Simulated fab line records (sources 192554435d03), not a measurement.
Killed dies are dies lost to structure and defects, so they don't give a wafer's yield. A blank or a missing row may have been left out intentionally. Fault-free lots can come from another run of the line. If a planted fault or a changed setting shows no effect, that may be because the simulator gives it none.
One fault seen from 2 desks / flow n5_finfet / what lay behind the numbers comes last; until then each desk has only its own

== THE METROLOGY DESK ==
What the gauges read for every lot (on any tool): the sampled wafers with a number, averaged. Any lot whose mean is over 4 standard deviations away from the usual mean is out of limits and marked OUT; that distance is given in the brackets. Readings shown: 7 of its 13, picked as those furthest out on some lot.
Columns: A = M3_THK at N5_BEOL_M3_THK_MEAS_53, usual 39.9 nm; B = M3_RS at N5_BEOL_M3_RS_MEAS_58, usual 0.68 ohm/sq; C = M4_ILD_THK at N5_BEOL_M4_THK_MEAS_01, usual 78.9 nm; D = DIBL_N at N5_BEOL_M4_RC_MEAS_101, usual 36.0 mV/V; E = IOFF_P at N5_BEOL_M4_RC_MEAS_101, usual 0.21 nA/um; F = ION_P at N5_BEOL_M4_RC_MEAS_101, usual 463 uA/um; G = VT_P at N5_BEOL_M4_RC_MEAS_101, usual -251 mV
lot=L195; first seen here=day 10 18:17; A=40.7; B=0.66; C=77.7; D=37.1; E=0.19; F=461; G=-253
lot=L196; first seen here=day 10 22:29; A=40.6; B=0.66; C=82.1; D=35.4; E=0.19; F=458; G=-251
lot=L199; first seen here=day 11 11:01; A=42.8; B=0.62; C=79.2; D=35.0; E=0.20; F=465; G=-250
lot=L200; first seen here=day 11 18:07; A=39.4; B=0.70; C=81.8; D=33.6; E=0.18; F=458; G=-251
lot=L206; first seen here=day 11 23:49; A=39.6; B=0.70; C=79.7; D=38.0; E=0.29; F=473; G=-244
lot=L204; first seen here=day 13 09:19; A=40.1; B=0.68; C=78.6; D=36.9; E=0.21; F=463; G=-252
lot=L205; first seen here=day 13 12:10; A=41.3; B=0.66; C=79.1; D=35.2; E=0.19; F=461; G=-253
lot=L207; first seen here=day 14 05:08; A=38.2; B=0.72; C=78.8; D=36.9; E=0.24; F=474; G=-246
lot=L193; first seen here=day 14 06:38; A=40.0; B=0.69; C=78.6; D=35.6; E=0.19; F=454; G=-253
lot=L208; first seen here=day 15 08:03; A=39.1; B=0.70; C=77.6; D=35.3; E=0.20; F=464; G=-252
This desk found nothing out of limits on any of the 10 lots.

== AT THE TOOL OWNER'S DESK: pecvd-01 ==
The tool's own readings at N5_BEOL_M4_ILD_DEP_00 (deposits SiOC from DEMS/O2, target thk 79 nm, time 15.3 s): means of the sampled wafers that have a number, for each lot that ran on this tool. Any lot whose mean is over 4 standard deviations away from the usual mean is out of limits and marked OUT; that distance is given in the brackets.
Columns: A = heater_power_w at N5_BEOL_M4_ILD_DEP_00, usual 535 W; B = showerhead_plenum_p_Torr at N5_BEOL_M4_ILD_DEP_00, usual 5.687 Torr; C = showerhead_vpp_V at N5_BEOL_M4_ILD_DEP_00, usual 1366 V; D = susceptor_temp_C at N5_BEOL_M4_ILD_DEP_00, usual 350.02 C; E = throttle_valve_pct at N5_BEOL_M4_ILD_DEP_00, usual 11.8 %
lot=L195; first seen here=day 10 18:37; A=540; B=5.691; C=1371; D=350.06; E=11.8
lot=L196; first seen here=day 10 22:49; A=512; B=5.685; C=1326; D=339.23 (-57) OUT; E=11.4
lot=L200; first seen here=day 11 18:26; A=459; B=5.678; C=1367; D=339.08 (-58) OUT; E=11.4
lot=L208; first seen here=day 15 08:29; A=486; B=5.696; C=1359; D=350.06; E=11.3
Finding of this desk: L196, L200 out of limits; the first was L196 at day 10 22:49, on susceptor_temp_C at N5_BEOL_M4_ILD_DEP_00. In limits: L195, L208.

== PUT TOGETHER ==
The tool owner's desk could have raised an alarm at day 10 22:49, on L196, L200.
At the metrology desk, nothing out of limits was observed.
The metrology desk holds a record of L196, L200, inside its limits.
The lots listed all ran N5_BEOL_M4_ILD_DEP_00 on pecvd-01.

== WHAT HAD BEEN PUT IN BY THE SIMULATOR ==
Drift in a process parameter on pecvd-01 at N5_BEOL_M4_ILD_DEP_00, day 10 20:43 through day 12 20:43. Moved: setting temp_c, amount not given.
Struck lots among those shown: L196, L200.
Hours from the fault's start to each desk's first reading out of limits: the tool owner's desk, 2.
